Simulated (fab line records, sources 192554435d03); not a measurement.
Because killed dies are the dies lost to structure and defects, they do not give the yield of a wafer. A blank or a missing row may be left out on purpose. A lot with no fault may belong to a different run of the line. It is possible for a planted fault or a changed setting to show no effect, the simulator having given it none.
fab line records	flow n5_finfet
record lots=12	wafers=36	last_day=17
route steps=1938 shown BEOL_M4@1093 PASSIVATION@1936
lots with no fault: from the same line, run without faults
start_h: the number of hours between the record's first day and the start of the first shown wafer of the lot	wait_h: hours since the lot's step before	" as in the row above	L1.1+2: one row covering several wafers at once	- value missing, or start not given	* or withheld: withheld	< > ~ a bound
route shown NAME@n: a module of which the file shows steps, and the number in the route of the first	usual: the fault-free wafers' mean and standard deviation	same: alike in all rows	chamber/n: place in a boat	sites: per-site readings	_std_site: the values' standard deviation	_edge_site: outer sites' mean less inner sites'	radius_mm: how far each site lies from the wafer's centre	mask NAME#n: copy n	behind: the tool/chamber that last shaped the wafer	hold: cause of the lot's hold/its duration in hours/its outcome	device: transistor that didn't switch, given as n, p or np	end of line: the route-end tests of the same wafers	where a step has no rows: the recipe by itself	killed: dies that structure and defects cost at the first sort, which is not the same as the wafer's yield	map: shows each die of a wafer: x if killed, . if not, _ if none is there
set.NAME: the setting as run; set.NAME@STEP: as run at that earlier step	model.NAME: the simulator's own value behind a step, which no gauge read
steps of the route over a sample of lots; a table a step, a row a wafer
services: a tool's chamber out of use, with start hour (start_h, from the record's first day; less than 0 if before it), hours out, and reason
## steps
# step N5_BEOL_M4_ANNEAL_89
# recipe temp_c=400	time_s=240	ambient=vacuum
# usual heater_power_w=861/110
lot.wafer	tool	chamber	start_h	wait_h	heater_power_w
L612.1	pvd_sputter-02	-	169.10	0.0	1060
L612.3	"	-	"	"	692
L612.6	"	-	"	"	1043
L615.3	pvd_sputter-01	-	178.35	0.0	910
L615.4	"	-	"	"	1006
L615.6	"	-	"	"	780
L616.1	pvd_sputter-03	-	182.06	0.0	743
L616.3	"	-	"	"	739
L616.5	"	-	"	"	744
L617.1	pvd_sputter-01	-	193.52	0.0	840
L617.5	"	-	"	"	910
L617.6	"	-	"	"	829
L618.1	pvd_sputter-03	-	194.65	0.0	857
L618.4	"	-	"	"	750
L618.6	"	-	"	"	743
L619.4	pvd_sputter-02	-	210.48	0.0	1041
L619.5	"	-	"	"	1002
L619.6	"	-	"	"	1039
L620.2	pvd_sputter-01	-	215.90	0.0	970
L620.3	"	-	"	"	916
L620.6	"	-	"	"	835
L621.1	pvd_sputter-02	-	224.79	0.0	1069
L621.2	"	-	"	"	994
L621.4	"	-	"	"	721
L622.1	pvd_sputter-01	-	231.40	0.0	918
L622.2	"	-	"	"	862
L622.3	"	-	"	"	770
L624.2	pvd_sputter-03	-	235.02	0.0	837
L624.3	"	-	"	"	753
L624.5	"	-	"	"	829
L626.1	pvd_sputter-01	-	256.08	0.0	869
L626.3	"	-	"	"	985
L626.4	"	-	"	"	929
L631.3	pvd_sputter-03	-	290.40	0.0	757
L631.4	"	-	"	"	743
L631.6	"	-	"	"	890
# step N5_BEOL_M4_SPUTTER_94
# recipe material=Cu	target_thk_a=45	temp_c=-20	chamber_pressure_pa=0.07	power_w=withheld	time_s=8.29
# usual throttle_valve_pct=30.1/0.45
lot.wafer	tool	chamber	start_h	wait_h	throttle_valve_pct
L612.1	pvd_sputter-02	-	169.68	0.1	30.6
L612.3	"	-	"	"	29.8
L612.6	"	-	"	"	30.8
L615.3	pvd_sputter-01	-	178.93	0.1	30.0
L615.4	"	-	"	"	29.8
L615.6	"	-	"	"	30.7
L616.1	pvd_sputter-03	-	182.69	0.1	30.6
L616.3	"	-	"	"	30.1
L616.5	"	-	"	"	30.0
L617.1	pvd_sputter-01	-	194.10	0.1	29.9
L617.5	"	-	"	"	30.3
L617.6	"	-	"	"	29.8
L618.1	pvd_sputter-03	-	195.23	0.1	29.7
L618.4	"	-	"	"	30.7
L618.6	"	-	"	"	30.1
L619.4	pvd_sputter-02	-	211.06	0.1	30.6
L619.5	"	-	"	"	29.5
L619.6	"	-	"	"	30.7
L620.2	pvd_sputter-01	-	216.48	0.1	29.8
L620.3	"	-	"	"	30.1
L620.6	"	-	"	"	30.1
L621.1	pvd_sputter-02	-	225.37	0.1	30.5
L621.2	"	-	"	"	29.5
L621.4	"	-	"	"	30.2
L622.1	pvd_sputter-01	-	231.98	0.1	30.0
L622.2	"	-	"	"	29.6
L622.3	"	-	"	"	31.0
L624.2	pvd_sputter-03	-	235.60	0.1	29.9
L624.3	"	-	"	"	29.8
L624.5	"	-	"	"	30.0
L626.1	pvd_sputter-01	-	256.66	0.1	29.8
L626.3	"	-	"	"	29.6
L626.4	"	-	"	"	30.0
L631.3	pvd_sputter-03	-	290.98	0.1	30.1
L631.4	"	-	"	"	30.5
L631.6	"	-	"	"	29.8
# step N5_BEOL_M4_ANNEAL_51
# recipe temp_c=225	time_s=90	ambient=N2
# usual wafer_temp_C_max=226.2/0.76
lot.wafer	tool	chamber	start_h	wait_h	wafer_temp_C_max
L612.1	rtp_anneal-01	0	170.10	0.1	225.8
L612.3	"	0	"	"	226.1
L612.6	"	0	"	"	225.6
L615.3	rtp_anneal-01	0	179.44	0.1	225.6
L615.4	"	0	"	"	225.8
L615.6	"	0	"	"	225.6
L616.1	rtp_anneal-02	0	183.13	0.1	226.6
L616.3	"	0	"	"	227.0
L616.5	"	0	"	"	226.6
L617.1	rtp_anneal-01	0	194.52	0.1	226.0
L617.5	"	0	"	"	225.8
L617.6	"	0	"	"	225.9
L618.1	rtp_anneal-01	0	195.65	0.1	225.6
L618.4	"	0	"	"	225.6
L618.6	"	0	"	"	225.2
L619.4	rtp_anneal-01	0	211.61	0.2	225.7
L619.5	"	0	"	"	225.6
L619.6	"	0	"	"	225.6
L620.2	rtp_anneal-01	0	216.94	0.1	225.7
L620.3	"	0	"	"	225.7
L620.6	"	0	"	"	225.7
L621.1	rtp_anneal-01	0	225.79	0.1	225.4
L621.2	"	0	"	"	226.0
L621.4	"	0	"	"	225.6
L622.1	rtp_anneal-01	0	232.51	0.2	225.3
L622.2	"	0	"	"	225.4
L622.3	"	0	"	"	225.5
L624.2	rtp_anneal-01	0	236.06	0.1	225.8
L624.3	"	0	"	"	225.3
L624.5	"	0	"	"	225.4
L626.1	rtp_anneal-02	0	257.08	0.1	227.3
L626.3	"	0	"	"	226.3
L626.4	"	0	"	"	227.2
L631.3	rtp_anneal-02	0	291.49	0.1	227.3
L631.4	"	0	"	"	226.8
L631.6	"	0	"	"	227.2
# step N5_BEOL_M4_CMP_52
# recipe stop_on=SiOC	t_overpolish_s=6.8	down_force_psi=1	platen_rpm=50	clearing_platen_down_force_psi=1.5	clearing_platen_rpm=50	post_cmp_clean=cu_alkaline	target_thk_nm=40	clearing_platen_pad_velocity_m_s=0.99484	pad_velocity_m_s=0.99484
# usual barrier_field_endpoint_s=24.9/0.59	motor_current_A=6.1/0.55	overpolish_run_s=6.801/0.0092	time_to_endpoint_s=62.5/2.4
lot.wafer	tool	chamber	start_h	wait_h	barrier_field_endpoint_s	motor_current_A	overpolish_run_s	time_to_endpoint_s
L612.3	cmp-02	2	170.43	0.2	25.0	6.4	6.788	64.4
L612.1	"	0	"	"	25.3	7.1	6.794	63.5
L612.6	"	1	"	"	25.5	5.8	6.802	66.1
L615.3	cmp-04	0	179.68	0.2	25.2	5.6	6.814	66.4
L615.4	"	1	"	"	26.0	5.8	6.798	63.6
L615.6	"	3	"	"	24.8	6.0	6.806	60.8
L616.3	cmp-01	2	183.50	0.2	24.7	5.3	6.819	62.2
L616.1	"	3	"	"	24.6	6.0	6.798	63.3
L616.5	"	1	"	"	25.4	6.3	6.796	64.8
L617.1	cmp-02	2	194.82	0.3	25.0	6.1	6.811	62.7
L617.6	"	2	"	"	25.5	6.0	6.804	62.1
L617.5	"	3	"	"	25.3	7.9	6.801	63.1
L618.4	cmp-04	0	196.25	0.4	26.2	5.6	6.796	63.9
L618.1	"	3	"	"	25.6	6.6	6.794	63.6
L618.6	"	0	"	"	25.3	5.8	6.814	62.1
L619.4	cmp-04	1	211.85	0.2	25.2	6.4	6.797	64.4
L619.5	"	3	"	"	25.1	6.5	6.800	64.3
L619.6	"	0	"	"	25.4	5.8	6.804	66.4
L620.3	cmp-01	3	217.23	0.2	25.8	6.1	6.812	63.3
L620.2	"	1	"	"	24.6	6.6	6.805	59.9
L620.6	"	2	"	"	24.6	5.3	6.786	56.4
L621.4	cmp-04	2	226.18	0.2	25.5	6.6	6.790	64.5
L621.1	"	3	"	"	25.0	6.3	6.798	63.2
L621.2	"	0	"	"	24.9	5.5	6.801	64.3
L622.3	cmp-04	2	232.81	0.2	25.8	6.5	6.788	68.7
L622.1	"	0	"	"	25.1	5.8	6.794	66.9
L622.2	"	1	"	"	14.1	6.3	6.807	39.0
L624.2	cmp-04	1	236.31	0.2	13.5	6.4	6.802	37.6
L624.3	"	3	"	"	25.1	6.2	6.799	61.8
L624.5	"	1	"	"	14.1	5.9	6.801	36.2
L626.3	cmp-02	0	257.57	0.4	25.1	7.0	6.809	63.6
L626.4	"	1	"	"	24.9	6.0	6.800	64.5
L626.1	"	2	"	"	25.3	6.2	6.789	63.9
L631.3	cmp-01	1	291.70	0.2	23.8	6.3	6.799	59.3
L631.4	"	3	"	"	24.3	5.7	6.793	59.2
L631.6	"	2	"	"	23.9	5.5	6.801	57.1
# step N5_PASSIVATION_PROBE_49
# usual defect_limited_yield=91.3/1.3	killed_at_M0_to_M3=33/8.9	killed_at_M4_up=15/5.4	killed_at_contacts=13/5.8	killed_at_front_end=39/9.9	killed_at_other=3.2/2.9	killed_dies=102/15	killed_on_rim=13/3.7	killed_open=68/12	killed_short=34/7.6	sort_bin_5_function=5.1/0.89	sort_bin_6_memory=3.2/0.63	sort_bin_8_speed=0.00/0.007	sort_n_pass=1078/15	sort_yield_pct=91.3/1.3
# same gross_dies=1180	killed_at_back_side=0	sort_bin_4_leakage[%]=0
lot.wafer	tool	chamber	start_h	wait_h	defect_limited_yield[%]	killed_at_M0_to_M3	killed_at_M4_up	killed_at_contacts	killed_at_front_end	killed_at_other	killed_dies	killed_on_rim	killed_open	killed_short	sort_bin_5_function[%]	sort_bin_6_memory[%]	sort_bin_8_speed[%]	sort_n_pass	sort_yield_pct[%]
L612.1	prober-01	-	263.01	0.0	90.9	24	24	14	41	4	107	14	79	28	5.0	3.7	0	1073	90.9
L612.3	prober-01	-	263.11	0.1	92.7	27	12	11	33	3	86	12	56	30	3.9	3.3	0	1094	92.7
L612.6	prober-01	-	263.26	0.3	92.0	45	11	9	21	8	94	15	59	34	5.2	2.2	0	1086	92.0
L615.3	prober-02	-	286.52	0.1	92.1	40	16	7	20	10	93	10	67	26	4.7	3.1	0	1087	92.1
L615.4	prober-02	-	286.57	0.2	90.7	44	18	13	29	6	110	17	70	38	5.3	3.9	0	1070	90.7
L615.6	prober-02	-	286.67	0.3	93.4	29	12	4	26	7	78	9	50	27	3.9	2.5	0	1102	93.4
L616.1	prober-02	-	294.38	0.0	93.8	19	12	13	29	0	73	10	48	25	3.0	2.9	0	1107	93.8
L616.3	prober-02	-	294.48	0.1	91.4	37	12	12	40	1	102	14	67	35	4.9	3.4	0	1078	91.4
L616.5	prober-02	-	294.58	0.2	90.7	33	22	7	47	1	110	14	68	42	5.7	3.0	0	1070	90.7
L617.1	prober-02	-	301.04	0.0	92.0	25	7	14	39	9	94	10	62	32	4.5	3.0	0	1086	92.0
L617.5	prober-02	-	301.24	0.2	92.4	20	21	16	29	4	90	9	63	27	5.0	2.4	0	1090	92.4
L617.6	prober-02	-	301.29	0.3	91.6	29	17	4	45	4	99	10	75	24	4.6	3.5	0	1081	91.6
L618.1	prober-02	-	306.13	0.0	92.7	34	11	6	32	3	86	13	49	37	4.0	2.9	0	1094	92.7
L618.4	prober-02	-	306.28	0.2	92.3	22	16	9	39	5	91	15	61	29	4.4	3.1	0	1089	92.3
L618.6	prober-02	-	306.38	0.3	92.3	17	17	19	37	1	91	12	65	24	4.3	3.3	0	1089	92.3
L619.4	prober-01	-	318.07	0.2	91.4	39	8	12	38	5	102	10	55	47	4.7	3.3	0	1078	91.4
L619.5	prober-01	-	318.12	0.2	90.3	36	13	16	45	4	114	12	79	35	5.2	4.2	0	1066	90.3
L619.6	prober-01	-	318.17	0.3	91.4	24	12	16	46	3	101	14	69	32	4.6	3.6	0	1079	91.4
L620.2	prober-01	-	324.75	0.1	92.5	29	11	12	36	0	88	11	54	33	5.1	2.2	0	1092	92.5
L620.3	prober-01	-	324.80	0.1	94.4	25	6	4	29	2	66	4	42	24	3.8	1.8	0	1114	94.4
L620.6	prober-01	-	324.95	0.3	93.0	24	7	20	28	4	83	9	55	27	4.5	2.3	0	1097	93.0
L621.1	prober-01	-	331.56	0.0	89.7	31	14	13	59	5	122	16	86	36	6.7	3.1	0	1058	89.7
L621.2	prober-01	-	331.61	0.1	92.2	26	21	3	40	2	92	14	54	38	4.0	3.5	0	1088	92.2
L621.4	prober-01	-	331.71	0.2	90.2	39	18	13	45	1	116	13	82	34	5.5	4.1	0	1064	90.2
L624.2	prober-01	-	332.60	0.1	89.2	60	10	24	32	1	127	15	79	48	5.8	4.6	0	1053	89.2
L624.3	prober-01	-	332.65	0.1	91.1	41	9	8	47	0	105	14	76	29	5.3	3.4	0	1075	91.1
L624.5	prober-01	-	332.75	0.2	91.9	33	9	11	35	7	95	18	63	32	4.8	2.9	0	1085	91.9
L622.1	prober-01	-	335.09	0.0	92.4	16	30	9	31	4	90	14	64	26	4.9	2.2	0	1090	92.4
L622.2	prober-01	-	335.14	0.1	91.4	38	14	12	26	11	101	16	62	37	4.8	3.4	0.08	1078	91.4
L622.3	prober-01	-	335.19	0.1	93.0	22	18	12	28	3	83	11	52	29	4.1	2.8	0	1097	93.0
L626.1	prober-02	-	357.20	0.0	90.3	36	15	10	44	10	115	14	78	37	4.6	4.9	0	1065	90.3
L626.3	prober-02	-	357.30	0.1	91.6	26	28	7	32	6	99	19	61	38	4.7	3.4	0	1081	91.6
L626.4	prober-02	-	357.35	0.2	91.3	33	19	15	29	7	103	8	63	39	4.7	3.3	0	1077	91.3
L631.3	prober-01	-	402.58	0.1	92.1	15	12	21	41	4	93	14	59	33	4.8	2.6	0	1087	92.1
L631.4	prober-01	-	402.63	0.2	90.3	41	12	16	41	5	115	14	77	37	5.9	3.3	0	1065	90.3
L631.6	prober-01	-	402.73	0.3	91.4	27	11	22	37	4	101	15	78	21	4.8	3.4	0	1079	91.4
# killed by level:class
L612.1 BEOL_M0_SAQP:geometric_particle:open=9 FIN_SAQP:geometric_particle:open=8 MOL_CONTACT_COAG:geometric_particle:open=8 BEOL_M4:geometric_particle:open=8 STARTING-WAFER:geometric_particle:open=7 MOL_CONTACT_COAG:geometric_particle:short=6 STI_FIN_REVEAL:geometric_particle:open=5 BEOL_M5:geometric_particle:open=5
L612.3 BEOL_M0_SAQP:geometric_particle:open=12 MOL_CONTACT_COAG:geometric_particle:open=9 BEOL_M0_SAQP:geometric_particle:short=8 FIN_SAQP:geometric_particle:short=7 STI_FIN_REVEAL:geometric_particle:open=5 DUMMY_GATE:geometric_particle:open=5 FIN_SAQP:geometric_particle:open=4 BEOL_M3:geometric_particle:open=4
L612.6 BEOL_M0_SAQP:geometric_particle:short=10 BEOL_M0_SAQP:geometric_particle:open=9 MOL_CONTACT_COAG:geometric_particle:open=8 BEOL_M3:geometric_particle:open=8 BEOL_M1:geometric_particle:open=6 BEOL_M3:geometric_particle:short=6 PASS1_CAP:geometric_particle:open=5 STARTING-WAFER:geometric_particle:open=5
L615.3 BEOL_M0_SAQP:geometric_particle:open=13 FIN_SAQP:geometric_particle:open=9 BEOL_M0_SAQP:geometric_particle:short=8 BEOL_M2:geometric_particle:open=7 MOL_CONTACT_COAG:geometric_particle:open=6 BEOL_M4:geometric_particle:open=6 PAD_METAL:geometric_particle:open=6 BEOL_M2:geometric_particle:short=4
L615.4 MOL_CONTACT_COAG:geometric_particle:open=11 BEOL_M2:geometric_particle:short=8 BEOL_M0_SAQP:geometric_particle:open=7 BEOL_M2:geometric_particle:open=7 DUMMY_GATE:geometric_particle:open=6 BEOL_M0_SAQP:geometric_particle:short=6 STARTING-WAFER:geometric_particle:open=6 GATE_CUT:geometric_particle:short=5
L615.6 BEOL_M0_SAQP:geometric_particle:short=6 BEOL_M2:geometric_particle:open=6 DUMMY_GATE:geometric_particle:open=5 GATE_CUT:geometric_particle:short=5 BEOL_M0_SAQP:geometric_particle:open=5 BEOL_M3:geometric_particle:open=5 FIN_SAQP:geometric_particle:open=4 MOL_CONTACT_COAG:geometric_particle:open=4
L616.1 MOL_CONTACT_COAG:geometric_particle:open=11 FIN_SAQP:geometric_particle:short=5 BEOL_M0_SAQP:geometric_particle:open=5 BEOL_M0_SAQP:geometric_particle:short=5 STARTING-WAFER:geometric_particle:open=5 FIN_SAQP:geometric_particle:open=4 STI_FIN_REVEAL:geometric_particle:open=4 BEOL_M2:geometric_particle:open=4
L616.3 BEOL_M0_SAQP:geometric_particle:short=17 BEOL_M0_SAQP:geometric_particle:open=12 MOL_CONTACT_COAG:geometric_particle:open=10 STI_FIN_REVEAL:geometric_particle:open=9 FIN_SAQP:geometric_particle:short=6 FIN_SAQP:geometric_particle:open=5 ILD0:geometric_particle:open=4 BEOL_M2:geometric_particle:open=4
L616.5 FIN_SAQP:geometric_particle:open=13 FIN_SAQP:geometric_particle:short=12 BEOL_M4:geometric_particle:open=12 BEOL_M0_SAQP:geometric_particle:open=10 BEOL_M2:geometric_particle:open=10 BEOL_M0_SAQP:geometric_particle:short=9 STI_FIN_REVEAL:geometric_particle:open=5 MOL_CONTACT_COAG:geometric_particle:open=5
L617.1 MOL_CONTACT_COAG:geometric_particle:open=13 FIN_SAQP:geometric_particle:open=9 FIN_SAQP:geometric_particle:short=8 BEOL_M2:geometric_particle:open=7 STI_FIN_REVEAL:geometric_particle:open=5 BEOL_M0_SAQP:geometric_particle:open=5 PASS1_CAP:geometric_particle:short=5 STARTING-WAFER:geometric_particle:open=4
L617.5 BEOL_M4:geometric_particle:open=12 MOL_CONTACT_COAG:geometric_particle:open=11 FIN_SAQP:geometric_particle:open=7 STI_FIN_REVEAL:geometric_particle:open=7 MOL_CONTACT_COAG:geometric_particle:short=5 BEOL_M0_SAQP:geometric_particle:open=4 BEOL_M1:geometric_particle:open=4 BEOL_M3:geometric_particle:open=4
L617.6 FIN_SAQP:geometric_particle:open=17 BEOL_M2:geometric_particle:open=11 BEOL_M4:geometric_particle:open=8 BEOL_M1:geometric_particle:open=6 STI_FIN_REVEAL:geometric_particle:open=6 ILD0:geometric_particle:short=6 BEOL_M3:geometric_particle:open=6 FIN_SAQP:geometric_particle:short=5
L618.1 BEOL_M3:geometric_particle:open=8 FIN_SAQP:geometric_particle:short=6 STI_FIN_REVEAL:geometric_particle:open=6 BEOL_M0_SAQP:geometric_particle:open=6 BEOL_M1:geometric_particle:short=5 STARTING-WAFER:geometric_particle:short=5 GATE_CUT:geometric_particle:short=4 BEOL_M1:geometric_particle:open=4
L618.4 STI_FIN_REVEAL:geometric_particle:open=15 BEOL_M4:geometric_particle:open=9 FIN_SAQP:geometric_particle:short=8 MOL_CONTACT_COAG:geometric_particle:open=6 DUMMY_GATE:geometric_particle:open=4 BEOL_M1:geometric_particle:open=4 BEOL_M2:geometric_particle:open=4 MOL_CONTACT_COAG:geometric_particle:short=3
L618.6 MOL_CONTACT_COAG:geometric_particle:open=16 STI_FIN_REVEAL:geometric_particle:open=9 BEOL_M4:geometric_particle:open=7 FIN_SAQP:geometric_particle:open=6 BEOL_M3:geometric_particle:open=5 BEOL_M8:geometric_particle:open=4 FIN_SAQP:geometric_particle:short=3 STI_FIN_REVEAL:geometric_particle:short=3
L619.4 BEOL_M0_SAQP:geometric_particle:short=13 FIN_SAQP:geometric_particle:short=9 BEOL_M0_SAQP:geometric_particle:open=9 FIN_SAQP:geometric_particle:open=8 MOL_CONTACT_COAG:geometric_particle:short=6 MOL_CONTACT_COAG:geometric_particle:open=6 STI_FIN_REVEAL:geometric_particle:open=4 DUMMY_GATE:geometric_particle:open=4
L619.5 BEOL_M0_SAQP:geometric_particle:open=14 MOL_CONTACT_COAG:geometric_particle:open=12 FIN_SAQP:geometric_particle:open=9 STI_FIN_REVEAL:geometric_particle:open=9 BEOL_M4:geometric_particle:open=8 BEOL_M2:geometric_particle:open=8 GATE_CUT:geometric_particle:short=7 BEOL_M0_SAQP:geometric_particle:short=7
L619.6 MOL_CONTACT_COAG:geometric_particle:open=13 FIN_SAQP:geometric_particle:short=12 FIN_SAQP:geometric_particle:open=11 BEOL_M0_SAQP:geometric_particle:open=8 STI_FIN_REVEAL:geometric_particle:open=7 BEOL_M2:geometric_particle:open=6 BEOL_M4:geometric_particle:open=4 STARTING-WAFER:geometric_particle:open=3
L620.2 STI_FIN_REVEAL:geometric_particle:open=10 MOL_CONTACT_COAG:geometric_particle:open=8 BEOL_M0_SAQP:geometric_particle:short=8 BEOL_M2:geometric_particle:open=6 FIN_SAQP:geometric_particle:short=5 STI_FIN_REVEAL:geometric_particle:short=5 MOL_CONTACT_COAG:geometric_particle:short=4 BEOL_M1:geometric_particle:open=4
L620.3 STI_FIN_REVEAL:geometric_particle:open=8 BEOL_M3:geometric_particle:open=7 FIN_SAQP:geometric_particle:short=6 BEOL_M2:geometric_particle:open=6 BEOL_M0_SAQP:geometric_particle:short=5 BEOL_M0_SAQP:geometric_particle:open=4 FIN_SAQP:geometric_particle:open=3 GATE_CUT:geometric_particle:short=3
L620.6 MOL_CONTACT_COAG:geometric_particle:open=12 MOL_CONTACT_COAG:geometric_particle:short=8 BEOL_M1:geometric_particle:open=8 BEOL_M2:geometric_particle:open=7 FIN_SAQP:geometric_particle:open=5 STI_FIN_REVEAL:geometric_particle:short=4 STI_FIN_REVEAL:geometric_particle:open=4 DUMMY_GATE:geometric_particle:open=4
L621.1 STI_FIN_REVEAL:geometric_particle:open=15 MOL_CONTACT_COAG:geometric_particle:open=11 FIN_SAQP:geometric_particle:short=10 FIN_SAQP:geometric_particle:open=9 DUMMY_GATE:geometric_particle:open=9 BEOL_M2:geometric_particle:open=8 BEOL_M4:geometric_particle:open=8 BEOL_M3:geometric_particle:open=5
L621.2 BEOL_M4:geometric_particle:open=7 DUMMY_GATE:geometric_particle:open=6 BEOL_M0:geometric_particle:open=6 FIN_SAQP:geometric_particle:short=5 STI_FIN_REVEAL:geometric_particle:open=5 GATE_CUT:geometric_particle:short=5 FIN_SAQP:geometric_particle:open=4 FIN_CUT:geometric_particle:short=4
L621.4 BEOL_M3:geometric_particle:open=13 STI_FIN_REVEAL:geometric_particle:open=9 FIN_SAQP:geometric_particle:short=8 MOL_CONTACT_COAG:geometric_particle:open=8 BEOL_M4:geometric_particle:open=8 FIN_SAQP:geometric_particle:open=6 GATE_CUT:geometric_particle:short=5 MOL_CONTACT_COAG:geometric_particle:short=5
L624.2 MOL_CONTACT_COAG:geometric_particle:open=18 BEOL_M0_SAQP:geometric_particle:open=17 BEOL_M0_SAQP:geometric_particle:short=13 BEOL_M2:geometric_particle:open=8 FIN_SAQP:geometric_particle:open=7 DUMMY_GATE:geometric_particle:open=7 BEOL_M3:geometric_particle:open=7 MOL_CONTACT_COAG:geometric_particle:short=6
L624.3 STI_FIN_REVEAL:geometric_particle:open=16 BEOL_M3:geometric_particle:open=13 BEOL_M0_SAQP:geometric_particle:short=8 BEOL_M2:geometric_particle:open=8 DUMMY_GATE:geometric_particle:open=7 BEOL_M0_SAQP:geometric_particle:open=7 FIN_SAQP:geometric_particle:open=6 MOL_CONTACT_COAG:geometric_particle:open=6
L624.5 FIN_SAQP:geometric_particle:open=10 FIN_SAQP:geometric_particle:short=9 MOL_CONTACT_COAG:geometric_particle:open=9 BEOL_M1:geometric_particle:open=8 DUMMY_GATE:geometric_particle:open=5 BEOL_M0_SAQP:geometric_particle:open=5 BEOL_M0_SAQP:geometric_particle:short=5 STI_FIN_REVEAL:geometric_particle:open=4
L622.1 BEOL_M4:geometric_particle:open=15 STI_FIN_REVEAL:geometric_particle:open=9 MOL_CONTACT_COAG:geometric_particle:open=8 BEOL_M5:geometric_particle:open=5 DUMMY_GATE:geometric_particle:open=4 BEOL_M3:geometric_particle:open=4 STARTING-WAFER:geometric_particle:short=4 FIN_SAQP:geometric_particle:open=3
L622.2 BEOL_M0_SAQP:geometric_particle:open=10 BEOL_M4:geometric_particle:open=9 BEOL_M0_SAQP:geometric_particle:short=9 MOL_CONTACT_COAG:geometric_particle:open=9 STI_FIN_REVEAL:geometric_particle:open=7 BEOL_M3:geometric_particle:short=6 BEOL_M2:geometric_particle:open=5 FIN_SAQP:geometric_particle:open=4
L622.3 MOL_CONTACT_COAG:geometric_particle:open=12 BEOL_M0_SAQP:geometric_particle:short=8 FIN_SAQP:geometric_particle:open=6 BEOL_M0_SAQP:geometric_particle:open=6 ILD0:geometric_particle:short=4 STARTING-WAFER:geometric_particle:short=4 STI_FIN_REVEAL:geometric_particle:open=3 GATE_CUT:geometric_particle:short=3
L626.1 FIN_SAQP:geometric_particle:open=17 FIN_SAQP:geometric_particle:short=10 MOL_CONTACT_COAG:geometric_particle:open=9 BEOL_M4:geometric_particle:open=9 BEOL_M1:geometric_particle:open=8 BEOL_M2:geometric_particle:open=8 BEOL_M0_SAQP:geometric_particle:short=6 MIM_TOP_ETCH:geometric_particle:open=6
L626.3 BEOL_M4:geometric_particle:open=14 FIN_SAQP:geometric_particle:short=8 MOL_CONTACT_COAG:geometric_particle:open=7 BEOL_M0_SAQP:geometric_particle:open=6 FIN_SAQP:geometric_particle:open=5 DUMMY_GATE:geometric_particle:short=5 BEOL_M7:geometric_particle:open=5 STARTING-WAFER:geometric_particle:short=5
L626.4 MOL_CONTACT_COAG:geometric_particle:open=11 BEOL_M0_SAQP:geometric_particle:open=11 BEOL_M1:geometric_particle:open=8 BEOL_M4:geometric_particle:open=8 FIN_SAQP:geometric_particle:open=6 FIN_SAQP:geometric_particle:short=6 BEOL_M0_SAQP:geometric_particle:short=6 GATE_CUT:geometric_particle:short=6
L631.3 MOL_CONTACT_COAG:geometric_particle:open=18 FIN_SAQP:geometric_particle:open=13 FIN_SAQP:geometric_particle:short=6 STI_FIN_REVEAL:geometric_particle:open=6 BEOL_M4:geometric_particle:open=6 BEOL_M2:geometric_particle:open=4 BEOL_M4:geometric_particle:short=4 GATE_CUT:geometric_particle:short=3
L631.4 MOL_CONTACT_COAG:geometric_particle:open=15 BEOL_M2:geometric_particle:open=13 BEOL_M0_SAQP:geometric_particle:short=10 FIN_SAQP:geometric_particle:open=8 STI_FIN_REVEAL:geometric_particle:open=8 FIN_SAQP:geometric_particle:short=7 DUMMY_GATE:geometric_particle:open=7 BEOL_M0_SAQP:geometric_particle:open=7
L631.6 MOL_CONTACT_COAG:geometric_particle:open=22 FIN_SAQP:geometric_particle:open=11 BEOL_M4:geometric_particle:open=7 STI_FIN_REVEAL:geometric_particle:open=6 BEOL_M0_SAQP:geometric_particle:open=6 STARTING-WAFER:geometric_particle:open=5 BEOL_M0:geometric_particle:open=4 BEOL_M3:geometric_particle:open=4
## services
tool	chamber	start_h	hours	kind
cmp-04	-	145.72	5.4	pm
cmp-04	-	153.98	1.3	repair
cmp-02	-	156.20	0.8	repair
pvd_sputter-01	-	164.86	1.5	repair
cmp-01	-	167.41	5.2	pm
cmp-01	-	173.97	1.1	repair
pvd_sputter-02	-	187.05	3.7	repair
cmp-04	-	213.26	4.0	pm
cmp-04	-	217.26	-	consumable_replace:conditioner
cmp-04	-	217.26	-	consumable_replace:pad
cmp-04	-	218.03	3.4	repair
cmp-02	-	226.81	4.0	pm
cmp-02	-	230.81	-	consumable_replace:conditioner
cmp-02	-	230.81	-	consumable_replace:pad
cmp-02	-	232.15	6.3	pm
cmp-04	-	242.97	1.0	repair
cmp-04	-	250.39	14.2	pm
cmp-02	-	253.63	2.3	repair
cmp-04	-	276.82	1.1	repair
## key
first_sign step=N5_BEOL_M4_CMP_52	reading=barrier_field_endpoint_s	direction=down	sigmas=19	usual=24.9	struck=13.9
effect step=N5_BEOL_M4_CMP_52	reading=time_to_endpoint_s	direction=down	sigmas=11	usual=*	struck=*
met_at N5_BEOL_M4_CMP_52
struck_lots L622,L624
struck_wafers L622.2,L624.2,L624.5
not_acting_at N5_BEOL_M4_ANNEAL_89,N5_BEOL_M4_SPUTTER_94,N5_BEOL_M4_ANNEAL_51
onset_between 211.85 232.81
fault kind=process_parameter_drift	tool=cmp-04	chamber=1	onset_h=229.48	steps=N5_BEOL_M4_CMP_52	channel=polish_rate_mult	offset=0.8	shape=step	end_h=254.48
